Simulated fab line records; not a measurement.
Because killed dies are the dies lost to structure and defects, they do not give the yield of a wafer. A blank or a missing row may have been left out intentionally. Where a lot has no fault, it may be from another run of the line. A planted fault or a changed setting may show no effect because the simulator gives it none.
What tool caused it? -- flow n5-finfet -- 9 lots with 27 wafers sampled at 3 steps, on a route of 1938 steps

WHAT EACH GAUGE READ, for each wafer
N5_BEOL_M4_RC_MEAS_101. Usual: DIBL_N 36.1 mV/V, standard deviation 1.6; DIBL_P 35.8 mV/V, standard deviation 2; IOFF_N 0.157 nA/um, standard deviation 0.029; IOFF_P 0.21 nA/um, standard deviation 0.034; ION_N 677 uA/um, standard deviation 13; ION_P 465 uA/um, standard deviation 8.1; SS_N 71.3 mV/dec, standard deviation 0.61; SS_P 73.2 mV/dec, standard deviation 0.65; VT_N 249 mV, standard deviation 3.3; VT_P -250 mV, standard deviation 3.2.
lot,measured,on,DIBL_N (mV/V),DIBL_P (mV/V),IOFF_N (nA/um),IOFF_P (nA/um),ION_N (uA/um),ION_P (uA/um),SS_N (mV/dec),SS_P (mV/dec),VT_N (mV),VT_P (mV),flag
L469,day 9 19:17,prober-02,40.0 35.2 35.3,39.3 33.5 33.8,0.244 0.147 0.142,0.29 0.18 0.19,701 679 672,475 459 459,72.2 70.7 71.1,74.9 73.0 73.3,244 249 251,-246 -251 -251,
L471,day 10 13:10,prober-01,36.8 36.6 37.4,34.7 35.0 35.3,0.162 0.168 0.169,0.22 0.23 0.23,686 684 670,473 465 464,71.3 71.1 71.2,73.4 73.3 72.9,246 245 247,-247 -246 -248,
L474,day 11 03:11,prober-01,36.5 34.9 35.6,36.5 34.3 35.2,0.151 0.124 0.141,0.23 0.20 0.22,683 667 663,471 464 460,70.4 71.1 70.9,72.7 73.2 73.1,249 254 252,-248 -251 -249,
L484,day 13 19:41,prober-01,36.0 36.1 35.5,36.3 35.9 35.3,0.141 0.144 0.136,0.21 0.22 0.21,678 670 664,466 460 463,71.5 71.0 71.3,74.2 73.0 73.2,252 250 253,-247 -248 -248,
L485,day 14 01:10,prober-01,34.8 35.3 35.4,34.1 34.8 35.1,0.139 0.144 0.147,0.19 0.19 0.20,680 671 667,466 457 456,70.9 70.9 71.1,72.9 72.8 73.9,250 251 249,-251 -251 -253,
L487,day 14 03:45,prober-02,38.4 35.2 35.5,38.3 34.8 34.9,0.216 0.145 0.156,0.26 0.21 0.21,694 676 684,470 467 465,71.6 71.3 71.2,73.8 72.8 72.8,246 251 251,-246 -248 -250,
L488,day 14 09:38,prober-02,36.3 34.6 37.7,36.8 35.0 38.3,0.149 0.125 0.171,0.21 0.17 0.22,681 665 680,467 463 469,71.3 71.1 71.8,72.9 73.0 73.6,248 251 250,-253 -256 -250,
L489,day 14 13:03,prober-02,37.0 38.2 36.7,38.1 39.0 37.3,0.190 0.210 0.182,0.24 0.25 0.23,696 696 685,478 474 468,70.9 71.6 71.7,74.2 73.7 73.2,244 242 248,-249 -248 -246,
L490,day 15 06:53,prober-02,37.4 37.5 36.9,38.5 37.4 37.8,0.181 0.181 0.172,0.25 0.24 0.24,683 694 696,464 476 480,72.0 72.1 71.8,73.1 73.9 73.8,248 246 249,-249 -248 -249,

N5_BEOL_M6_CD_MEAS_35: target cd 40 nm, target cd y 28 nm. Usual: 39.8 nm for cd-nm, sd 0.69.
lot,measured,on,cd-nm (nm),flag
L469,day 10 11:38,cd-sem-01,39.5 39.1 38.6,
L471,day 11 07:26,cd-sem-02,40.3 40.8 39.6,
L474,day 11 19:56,cd-sem-03,39.5 39.4 38.2,
L484,day 14 17:52,cd-sem-01,40.0 40.1 38.8,
L485,day 14 21:52,cd-sem-02,40.0 41.0 40.3,
L487,day 15 00:39,cd-sem-01,38.9 39.3 39.3,
L488,day 15 05:38,cd-sem-02,40.4 40.2 40.8,
L489,day 15 06:34,cd-sem-02,40.7 39.3 40.5,
L490,day 16 02:23,cd-sem-02,40.0 39.5 39.8,

TOOL THAT RAN EACH LOT (tool first, then ch and the chambers of the sampled wafers, then the start)
lot,N5_BEOL_M6_STRIP_36
L469,"rie-diel-05 ch 0,2, day 10 11:17"
L471,"rie-diel-03 ch 0,3, day 11 07:05"
L474,"rie-diel-05 ch 0,1,3, day 11 19:35"
L484,"rie-diel-03 ch 1,2, day 14 17:31"
L485,"rie-diel-03 ch 0,2, day 14 21:31"
L487,"rie-diel-05 ch 0,1, day 15 00:16"
L488,"rie-diel-05 ch 1,2,3, day 15 05:17"
L489,"rie-diel-01 ch 1,2,3, day 15 06:13"
L490,"rie-diel-03 ch 0,2, day 16 02:02"
- N5_BEOL_M6_STRIP_36: strips in N2/H2.

AS READ BY THE TOOLS THEMSELVES (means over the sampled wafers that have a number; for cases with no such wafer, the mark the record gives instead)
N5_BEOL_M6_STRIP_36. Usual: drypump-motor-current-A 5.7 A, standard deviation 0.33; oes-product-au 0.83 a.u., standard deviation 0.065; rf-vpp-V 59.3 V, standard deviation 1.4; showerhead-plenum-p-Torr 2.56 Torr, standard deviation 0.12; throttle-valve-pct 23.7 %, standard deviation 0.31.
lot,tool,drypump-motor-current-A (A),oes-product-au (a.u.),rf-vpp-V (V),showerhead-plenum-p-Torr (Torr),throttle-valve-pct (%),flag
L469,rie-diel-05,5.6,0.79,59.3,2.45,23.9,
L471,rie-diel-03,6.1,0.76,59.6,2.56,23.2,
L474,rie-diel-05,5.6,0.84,59.3,2.48,23.8,
L484,rie-diel-03,5.6,0.86,58.2,2.71,23.8,
L485,rie-diel-03,5.7,0.87,57.7,2.70,23.5,
L487,rie-diel-05,5.5,0.76,59.1,2.38,24.0,
L488,rie-diel-05,5.6,0.82,57.6,2.57,23.6,
L489,rie-diel-01,5.8,0.82,59.1,2.53,23.6,
L490,rie-diel-03,5.6,0.87,60.5,2.70,23.6,

THE ANSWER, worked out from the rows above alone
Rule: lot off if the mean of its wafers having a number is beyond 3 standard deviations from the usual mean. A lot without any number at a reading at which 4 lots or more have one is off too. Where the step has rows for the other lots, those lots are counted as sound. The gauges are gone through in route order, then the tools' own readings, and for those a lot's mean is taken as printed above. The first step at which some lot is off is used, and at that step the reading that is off furthest; a lot without a number counts as furthest.
Across all readings shown, no lot is off: no conclusion can be drawn from this.

WHAT WAS PUT IN BY THE SIMULATOR
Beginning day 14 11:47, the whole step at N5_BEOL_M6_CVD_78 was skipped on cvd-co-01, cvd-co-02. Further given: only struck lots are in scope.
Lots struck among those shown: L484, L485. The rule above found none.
